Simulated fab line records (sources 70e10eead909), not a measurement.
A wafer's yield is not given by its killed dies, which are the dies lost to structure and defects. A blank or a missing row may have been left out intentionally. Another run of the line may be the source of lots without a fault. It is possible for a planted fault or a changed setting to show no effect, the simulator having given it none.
Check for tools in common || flow nand harc || Lots sampled 12, wafers sampled 36

## THE REASON FOR OPENING IT
On 1 of the 12 lots, a flag is raised at NHARC_END_SORT_01 on the reading killed at periphery. Wafers without a fault read 4.0, standard deviation 2.9.
Rule: flag the lot when none of its wafers has a number, or when each of its wafers that has one lies beyond 4 standard deviations from that mean. As for the other lots, they are considered sound.

{"lot": "L621", "measured": "day 24 12:54", "on": "prober-01", "killed at periphery, wafer by wafer": "4 3 2", "flag": ""}
{"lot": "L622", "measured": "day 24 12:56", "on": "prober-02", "killed at periphery, wafer by wafer": "1 5 3", "flag": ""}
{"lot": "L626", "measured": "day 26 02:25", "on": "prober-02", "killed at periphery, wafer by wafer": "5 5 6", "flag": ""}
{"lot": "L628", "measured": "day 27 00:12", "on": "prober-01", "killed at periphery, wafer by wafer": "12 8 6", "flag": ""}
{"lot": "L627", "measured": "day 27 00:16", "on": "prober-02", "killed at periphery, wafer by wafer": "0 7 2", "flag": ""}
{"lot": "L629", "measured": "day 27 14:41", "on": "prober-01", "killed at periphery, wafer by wafer": "657 651 656", "flag": "FLAGGED"}
{"lot": "L630", "measured": "day 28 02:10", "on": "prober-02", "killed at periphery, wafer by wafer": "8 5 4", "flag": ""}
{"lot": "L636", "measured": "day 30 11:53", "on": "prober-02", "killed at periphery, wafer by wafer": "2 0 4", "flag": ""}
{"lot": "L640", "measured": "day 33 01:45", "on": "prober-01", "killed at periphery, wafer by wafer": "2 4 4", "flag": ""}
{"lot": "L641", "measured": "day 33 04:43", "on": "prober-02", "killed at periphery, wafer by wafer": "5 3 4", "flag": ""}
{"lot": "L643", "measured": "day 33 09:38", "on": "prober-01", "killed at periphery, wafer by wafer": "1 4 4", "flag": ""}
{"lot": "L644", "measured": "day 34 00:09", "on": "prober-01", "killed at periphery, wafer by wafer": "9 5 10", "flag": ""}
Averaged over the flagged lots the numbers come to 654.7, +650.7 from the usual (+99 or more standard deviations).

## TOOL THAT RAN EACH LOT
The record holds 2 process steps before the reading, out of a route of 1302 steps. Cell contents, in order: the tool; ch with the chambers the sampled wafers went through; the start.
{"lot": "L621", "flag": "", "NHARC_P_ZERO_WELL_ETCH_65": "rie diel-05 ch 0,1, day 1 21:29", "NHARC_P_GATE_EXPOSE_08": "krf scanner-03 ch 0, day 4 13:44"}
{"lot": "L622", "flag": "", "NHARC_P_ZERO_WELL_ETCH_65": "rie diel-05 ch 0,1, day 2 07:37", "NHARC_P_GATE_EXPOSE_08": "krf scanner-01 ch 0, day 4 18:43"}
{"lot": "L626", "flag": "", "NHARC_P_ZERO_WELL_ETCH_65": "rie diel-05 ch 1,2, day 3 23:31", "NHARC_P_GATE_EXPOSE_08": "krf scanner-01 ch 0, day 6 12:58"}
{"lot": "L628", "flag": "", "NHARC_P_ZERO_WELL_ETCH_65": "rie diel-05 ch 0,1,2, day 4 19:22", "NHARC_P_GATE_EXPOSE_08": "krf scanner-04 ch 0, day 7 07:51"}
{"lot": "L627", "flag": "", "NHARC_P_ZERO_WELL_ETCH_65": "rie diel-10 ch 1,3, day 4 09:34", "NHARC_P_GATE_EXPOSE_08": "krf scanner-01 ch 0, day 7 00:25"}
{"lot": "L629", "flag": "FLAGGED", "NHARC_P_ZERO_WELL_ETCH_65": "rie diel-05 ch 1,2,3, day 5 05:28", "NHARC_P_GATE_EXPOSE_08": "krf scanner-04 ch 0, day 7 22:49"}
{"lot": "L630", "flag": "", "NHARC_P_ZERO_WELL_ETCH_65": "rie diel-05 ch 1,2,3, day 5 15:33", "NHARC_P_GATE_EXPOSE_08": "krf scanner-01 ch 0, day 7 22:39"}
{"lot": "L636", "flag": "", "NHARC_P_ZERO_WELL_ETCH_65": "rie diel-10 ch 0,1, day 8 03:22", "NHARC_P_GATE_EXPOSE_08": "krf scanner-01 ch 0, day 10 11:44"}
{"lot": "L640", "flag": "", "NHARC_P_ZERO_WELL_ETCH_65": "rie diel-10 ch 0,2,3, day 9 19:37", "NHARC_P_GATE_EXPOSE_08": "krf scanner-01 ch 0, day 12 15:32"}
{"lot": "L641", "flag": "", "NHARC_P_ZERO_WELL_ETCH_65": "rie diel-10 ch 0,1,2, day 10 05:58", "NHARC_P_GATE_EXPOSE_08": "krf scanner-01 ch 0, day 13 02:32"}
{"lot": "L643", "flag": "", "NHARC_P_ZERO_WELL_ETCH_65": "rie diel-01 ch 1,2,3, day 11 01:31", "NHARC_P_GATE_EXPOSE_08": "krf scanner-04 ch 0, day 13 10:54"}
{"lot": "L644", "flag": "", "NHARC_P_ZERO_WELL_ETCH_65": "rie diel-05 ch 0,2, day 11 11:29", "NHARC_P_GATE_EXPOSE_08": "krf scanner-03 ch 0, day 14 03:14"}
What the steps here do:
- NHARC_P_ZERO_WELL_ETCH_65: etches the open film in N2/H2, target depth 80 nm, overetch 24 nm, time 87.88 s.
- NHARC_P_GATE_EXPOSE_08: exposes mask P HV.
- NHARC_END_SORT_01

## FLAGGED OVER TOTAL, TOOL BY TOOL (the gauges that took the reading come last)
{"step": "NHARC_P_ZERO_WELL_ETCH_65", "tool": "rie diel-01", "lots run": 1, "flagged": 0, "share of the flagged lots": "none", "sound lots run after its first flagged lot": "-"}
{"step": "NHARC_P_ZERO_WELL_ETCH_65", "tool": "rie diel-05", "lots run": 7, "flagged": 1, "share of the flagged lots": "all", "sound lots run after its first flagged lot": "2 (L630,L644)"}
{"step": "NHARC_P_ZERO_WELL_ETCH_65", "tool": "rie diel-10", "lots run": 4, "flagged": 0, "share of the flagged lots": "none", "sound lots run after its first flagged lot": "-"}
{"step": "NHARC_P_GATE_EXPOSE_08", "tool": "krf scanner-01", "lots run": 7, "flagged": 0, "share of the flagged lots": "none", "sound lots run after its first flagged lot": "-"}
{"step": "NHARC_P_GATE_EXPOSE_08", "tool": "krf scanner-03", "lots run": 2, "flagged": 0, "share of the flagged lots": "none", "sound lots run after its first flagged lot": "-"}
{"step": "NHARC_P_GATE_EXPOSE_08", "tool": "krf scanner-04", "lots run": 3, "flagged": 1, "share of the flagged lots": "all", "sound lots run after its first flagged lot": "1 (L643)"}
{"step": "NHARC_END_SORT_01", "tool": "prober-01", "lots run": 6, "flagged": 1, "share of the flagged lots": "all", "sound lots run after its first flagged lot": "3 (L640,L643,L644)"}
{"step": "NHARC_END_SORT_01", "tool": "prober-02", "lots run": 6, "flagged": 0, "share of the flagged lots": "none", "sound lots run after its first flagged lot": "-"}

## WHAT IS ALLOWED BY THE TABLE
3 rows of the table ran every flagged lot: rie diel-05 at NHARC_P_ZERO_WELL_ETCH_65, krf scanner-04 at NHARC_P_GATE_EXPOSE_08, prober-01 at NHARC_END_SORT_01.
- rie diel-05 at NHARC_P_ZERO_WELL_ETCH_65: 1 of its 7 lots flagged. Sound lots ran on it after the first flagged one (L630, L644), which a lasting fault on the whole tool wouldn't allow.
- krf scanner-04 at NHARC_P_GATE_EXPOSE_08: 1 of its 3 lots flagged. Sound lots ran on it after the first flagged one (L643), which a lasting fault on the whole tool wouldn't allow.
- prober-01 at NHARC_END_SORT_01: 1 of its 6 lots flagged. Sound lots ran on it after the first flagged one (L640, L643, L644), which a lasting fault on the whole tool wouldn't allow.
None of the table's rows ran every flagged lot and, after the first, no sound lot.

## WHAT THE SIMULATOR HAD INSERTED
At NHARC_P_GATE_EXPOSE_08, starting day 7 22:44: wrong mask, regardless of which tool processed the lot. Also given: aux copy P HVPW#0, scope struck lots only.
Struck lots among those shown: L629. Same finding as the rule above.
